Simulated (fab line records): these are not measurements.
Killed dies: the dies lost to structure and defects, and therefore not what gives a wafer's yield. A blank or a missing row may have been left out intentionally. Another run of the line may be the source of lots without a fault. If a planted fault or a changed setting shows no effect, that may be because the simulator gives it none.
Chamber matching + flow n5Finfet + 4 sister chambers for N5_ILD0_ALD_15 on aldSin-02
The step deposits SiNx, target thk 24 nm, pulse time 1 s, ald cycles 480. 4 wafers are shown with their chamber, then 12 later ones without.

EACH WAFER AND ITS CHAMBER
| wafer  | chamber | heaterPowerW (W) |
|--------|---------|------------------|
| L088.2 | 2       | 783              |
| L091.1 | 1       | 707              |
| L091.2 | 0       | 695              |
| L091.3 | 3       | 743              |

WAFERS WITH NO CHAMBER GIVEN
| wafer  | heaterPowerW (W) |
|--------|------------------|
| L092.2 | 756              |
| L092.4 | 821              |
| L092.6 | 728              |
| L093.2 | 746              |
| L093.3 | 799              |
| L093.4 | 710              |
| L094.4 | 723              |
| L094.5 | 700              |
| L094.6 | 704              |
| L095.1 | 783              |
| L095.4 | 692              |
| L095.5 | 724              |

EACH ONE'S CHAMBER
| wafer  | from the rows above          | in truth |
|--------|------------------------------|----------|
| L092.2 | can't be placed: 3 or 2      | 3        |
| L092.4 | 2                            | 2        |
| L092.6 | can't be placed: 3 or 1 or 0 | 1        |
| L093.2 | 3                            | 3        |
| L093.3 | 2                            | 2        |
| L093.4 | can't be placed: 1 or 0      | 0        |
| L094.4 | can't be placed: 1 or 3 or 0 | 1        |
| L094.5 | can't be placed: 0 or 1      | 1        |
| L094.6 | can't be placed: 1 or 0      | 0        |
| L095.1 | 2                            | 2        |
| L095.4 | can't be placed: 0 or 1      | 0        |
| L095.5 | can't be placed: 1 or 3 or 0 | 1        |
Correctly placed: 4 of 12. Unplaceable from these rows: 8, with the true chamber sitting among the candidates in 8. Placed wrongly: 0.
How it was worked out, from the rows above alone: a wafer's distance from a chamber is the root of the sum, over the readings, of the square of ((its reading less the chamber's mean) divided by the reading's scatter). The wafer belongs to the nearest chamber; if the next one is less than 2 further off, it can't be placed. A chamber's mean is the mean of its shown wafers. The scatter (one wafer shown for each chamber): square how far every hidden wafer sits from the nearest shown wafer, average those squares and take the square root.
